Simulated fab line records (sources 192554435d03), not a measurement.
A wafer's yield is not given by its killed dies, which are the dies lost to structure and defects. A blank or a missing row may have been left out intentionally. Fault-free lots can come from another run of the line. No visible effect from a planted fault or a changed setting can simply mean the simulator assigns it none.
Which tool was responsible? / flow n5 finfet / Sampling: 10 lots, 26 wafers, 5 of 1938 route steps

== WHAT THE GAUGES READ, wafer by wafer ==
N5_BEOL_M4_THK_MEAS_01.
lot=L749; measured=day 8 02:06; on=film metro-02; M4_ILD_THK (nm)=78.4 78.4 79.5
lot=L750; measured=day 8 19:21; on=film metro-02; M4_ILD_THK (nm)=75.8 78.4 77.5
lot=L751; measured=day 9 00:09; on=film metro-01; M4_ILD_THK (nm)=78.2 78.4 78.6
lot=L753; measured=day 9 08:28; on=film metro-02; M4_ILD_THK (nm)=76.1 77.7 78.8
lot=L752; measured=day 9 13:55; on=film metro-01; M4_ILD_THK (nm)=79.5 80.3
lot=L758; measured=day 10 08:44; on=film metro-02; M4_ILD_THK (nm)=77.0 77.6 77.5
lot=L756; measured=day 10 10:22; on=film metro-01; M4_ILD_THK (nm)=78.3 79.9 78.9
lot=L765; measured=day 12 09:59; on=film metro-01; M4_ILD_THK (nm)=68.6 78.5
lot=L767; measured=day 13 01:54; on=film metro-01; M4_ILD_THK (nm)=77.4 68.5
lot=L769; measured=day 13 20:44; on=film metro-01; M4_ILD_THK (nm)=78.2 80.4

== WHAT TOOL EACH LOT RAN ON (gives the tool, then ch and the chambers of the sampled wafers, and finally the start) ==
lot=L749; N5_BEOL_M3_ANNEAL_91=pvd sputter-01, day 8 00:20; N5_BEOL_M3_SPUTTER_92=pvd sputter-01, day 8 00:29; N5_BEOL_M3_CMP_52=cmp-01 ch 2,3, day 8 01:27; N5_BEOL_M4_ILD_DEP_00=pecvd-01 ch 1,2, day 8 02:02
lot=L750; N5_BEOL_M3_ANNEAL_91=pvd sputter-01, day 8 17:34; N5_BEOL_M3_SPUTTER_92=pvd sputter-01, day 8 17:43; N5_BEOL_M3_CMP_52=cmp-03 ch 0,3, day 8 18:39; N5_BEOL_M4_ILD_DEP_00=pecvd-01 ch 0,1, day 8 19:17
lot=L751; N5_BEOL_M3_ANNEAL_91=pvd sputter-02, day 8 22:22; N5_BEOL_M3_SPUTTER_92=pvd sputter-02, day 8 22:30; N5_BEOL_M3_CMP_52=cmp-03 ch 2,3, day 8 23:29; N5_BEOL_M4_ILD_DEP_00=pecvd-01 ch 0, day 9 00:04
lot=L753; N5_BEOL_M3_ANNEAL_91=pvd sputter-03, day 9 06:41; N5_BEOL_M3_SPUTTER_92=pvd sputter-03, day 9 06:50; N5_BEOL_M3_CMP_52=cmp-01 ch 1,2,3, day 9 07:51; N5_BEOL_M4_ILD_DEP_00=pecvd-03 ch 0,1,2, day 9 08:24
lot=L752; N5_BEOL_M3_ANNEAL_91=pvd sputter-02, day 9 12:08; N5_BEOL_M3_SPUTTER_92=pvd sputter-02, day 9 12:14; N5_BEOL_M3_CMP_52=cmp-04 ch 0,1, day 9 13:23; N5_BEOL_M4_ILD_DEP_00=pecvd-01 ch 1,2, day 9 13:52
lot=L758; N5_BEOL_M3_ANNEAL_91=pvd sputter-01, day 10 06:53; N5_BEOL_M3_SPUTTER_92=pvd sputter-01, day 10 07:02; N5_BEOL_M3_CMP_52=cmp-03 ch 0,2,3, day 10 08:05; N5_BEOL_M4_ILD_DEP_00=pecvd-03 ch 0,2, day 10 08:40
lot=L756; N5_BEOL_M3_ANNEAL_91=pvd sputter-02, day 10 08:36; N5_BEOL_M3_SPUTTER_92=pvd sputter-02, day 10 08:44; N5_BEOL_M3_CMP_52=cmp-01 ch 1,2,3, day 10 09:43; N5_BEOL_M4_ILD_DEP_00=pecvd-03 ch 1,2, day 10 10:17
lot=L765; N5_BEOL_M3_ANNEAL_91=pvd sputter-01, day 12 08:14; N5_BEOL_M3_SPUTTER_92=pvd sputter-01, day 12 08:22; N5_BEOL_M3_CMP_52=cmp-04 ch 0,1, day 12 09:23; N5_BEOL_M4_ILD_DEP_00=pecvd-03 ch 0,1, day 12 09:55
lot=L767; N5_BEOL_M3_ANNEAL_91=pvd sputter-02, day 13 00:08; N5_BEOL_M3_SPUTTER_92=pvd sputter-02, day 13 00:16; N5_BEOL_M3_CMP_52=cmp-03 ch 0,1, day 13 01:15; N5_BEOL_M4_ILD_DEP_00=pecvd-03 ch 0,1, day 13 01:50
lot=L769; N5_BEOL_M3_ANNEAL_91=pvd sputter-02, day 13 17:20; N5_BEOL_M3_SPUTTER_92=pvd sputter-02, day 13 17:29; N5_BEOL_M3_CMP_52=cmp-04 ch 1,3, day 13 19:53; N5_BEOL_M4_ILD_DEP_00=pecvd-01 ch 1, day 13 20:40
- N5_BEOL_M3_ANNEAL_91: time 240 s.
- N5_BEOL_M3_SPUTTER_92: material Cu, target thk 4.5 nm, time 8.29 s.
- N5_BEOL_M3_CMP_52: polishes, stops on SiOC, t overpolish 6.8 s, target thk 40 nm.
- N5_BEOL_M4_ILD_DEP_00: deposits SiOC from DEMS/O2, target thk 79 nm, time 15.3 s.

== THE ANSWER, worked out from the rows above alone ==
Rule: the lots themselves supply what counts as usual. The widest of any qualifying gaps counts: lots, ordered by their means at a reading, are off when they make up no more than a third of the lots, leave a main group of 4 or more, and stand apart from it by 3 or more times the standard deviation of that group's means. If all means in a main group match to the digits the tables above print for the reading, that group is not used. Also off: a lot with no number at a reading for which 4 or more lots have one. The other lots that the step has rows for count as sound.
Off: L765, L767, seen at N5_BEOL_M4_THK_MEAS_01 (M4_ILD_THK). For the main group the mean is 78.4 nm and the standard deviation 0.92.
If a tool, at a process step before that reading, ran all the lots that are off and no sound lot after the first of them, it fits. Gauges at N5_BEOL_M4_THK_MEAS_01: tried the same way as those tools. One fits: N5_BEOL_M4_ILD_DEP_00 on pecvd-03. A fault onset in the window from L756 (day 10 10:17, its last sound lot) to L765 (day 12 09:55, its first lot off) fits.

== WHAT THE SIMULATOR HAD INSERTED ==
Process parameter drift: pecvd-03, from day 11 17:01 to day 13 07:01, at N5_BEOL_M4_ILD_DEP_00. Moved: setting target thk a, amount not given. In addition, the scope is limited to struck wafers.
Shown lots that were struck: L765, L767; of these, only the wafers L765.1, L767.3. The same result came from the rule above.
